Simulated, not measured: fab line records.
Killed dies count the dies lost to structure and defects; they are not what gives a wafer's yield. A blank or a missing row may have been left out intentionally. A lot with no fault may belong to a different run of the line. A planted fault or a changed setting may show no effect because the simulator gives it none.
The tool behind it: which one? -- flow nand harc -- Sampling: 10 lots, 30 wafers, 4 of 1159 route steps

WHAT THE GAUGES SHOWED, per wafer
NHARC_P_M1_CD_MEAS_09: the cd target is 130 nm.
lot,measured,on,cd nm (nm)
L701,day 5 18:37,cd sem-02,129.9 130.2 129.5
L702,day 6 22:41,cd sem-03,130.1 130.1 130.9
L706,day 7 13:35,cd sem-03,129.8 129.0 129.6
L707,day 7 16:17,cd sem-01,130.7 129.9 130.4
L709,day 7 21:47,cd sem-03,129.3 130.5 130.4
L716,day 9 20:22,cd sem-02,130.1 135.3 129.3
L717,day 9 23:38,cd sem-03,130.2 129.8 129.7
L718,day 10 03:31,cd sem-02,129.4 136.3 129.9
L720,day 10 12:43,cd sem-01,129.4 130.0 130.3
L719,day 10 13:21,cd sem-03,131.0 131.7 130.1

EACH LOT AND THE TOOL THAT RAN IT (in order: tool; ch and the chambers of the sampled wafers; start)
lot,NHARC_P_M0_STRIP_18,NHARC_P_M0_PRE_CLEAN_31,NHARC_P_M1_EXPOSE_06
L701,"rie diel-05 ch 0,2, day 5 15:05","pecvd-02 ch 0,2, day 5 17:19","arfi scanner-03 ch 0, day 5 18:29"
L702,"rie diel-07 ch 1,2, day 6 19:18","pecvd-01 ch 0,1,2, day 6 21:29","arfi scanner-02 ch 0, day 6 22:33"
L706,"rie diel-07 ch 0,1, day 7 10:06","pecvd-04 ch 1,2, day 7 12:15","arfi scanner-03 ch 0, day 7 13:27"
L707,"rie diel-05 ch 1,3, day 7 12:50","pecvd-01 ch 0,1,2, day 7 14:59","arfi scanner-02 ch 0, day 7 16:09"
L709,"rie diel-07 ch 0,1, day 7 18:19","pecvd-01 ch 0,2, day 7 20:37","arfi scanner-01 ch 0, day 7 21:38"
L716,"rie diel-05 ch 0,1,3, day 9 15:44","pecvd-02 ch 0,1,2, day 9 19:13","arfi scanner-03 ch 0, day 9 20:13"
L717,"rie diel-07 ch 1,2,3, day 9 20:05","pecvd-01 ch 0,1,2, day 9 22:19","arfi scanner-02 ch 0, day 9 23:30"
L718,"rie diel-07 ch 0,2,3, day 9 23:42","pecvd-01 ch 1,2, day 10 02:11","arfi scanner-03 ch 0, day 10 03:23"
L720,"rie diel-06 ch 0,3, day 10 09:12","pecvd-01 ch 0,1,2, day 10 11:22","arfi scanner-02 ch 0, day 10 12:34"
L719,"rie diel-07 ch 1,2,3, day 10 09:46","pecvd-02 ch 0,1, day 10 12:01","arfi scanner-01 ch 0, day 10 13:13"
- NHARC_P_M0_STRIP_18: strips in N2/H2.
- NHARC_P_M0_PRE_CLEAN_31: time 12 s.
- NHARC_P_M1_EXPOSE_06: exposes mask P M1, target cd 130 nm.

THE ANSWER, worked out from the rows above alone
Rule: the usual values come from the lots themselves. Put in order of their means at a reading, lots are off if they are a third of the lots or fewer, leave a main group of 4 or more, and stand apart from it by a gap of 3 or more times the standard deviation of the main group's means; of several such gaps the widest counts. A main group whose means are all the same, to the digits that the tables above print for the reading, isn't used. A lot without any number at a reading at which 4 lots or more have one is off too. Any other lot the step has rows for is counted as sound.
None of the lots is off at any reading shown; this tells nothing.

WHAT THE SIMULATOR HAD INSERTED
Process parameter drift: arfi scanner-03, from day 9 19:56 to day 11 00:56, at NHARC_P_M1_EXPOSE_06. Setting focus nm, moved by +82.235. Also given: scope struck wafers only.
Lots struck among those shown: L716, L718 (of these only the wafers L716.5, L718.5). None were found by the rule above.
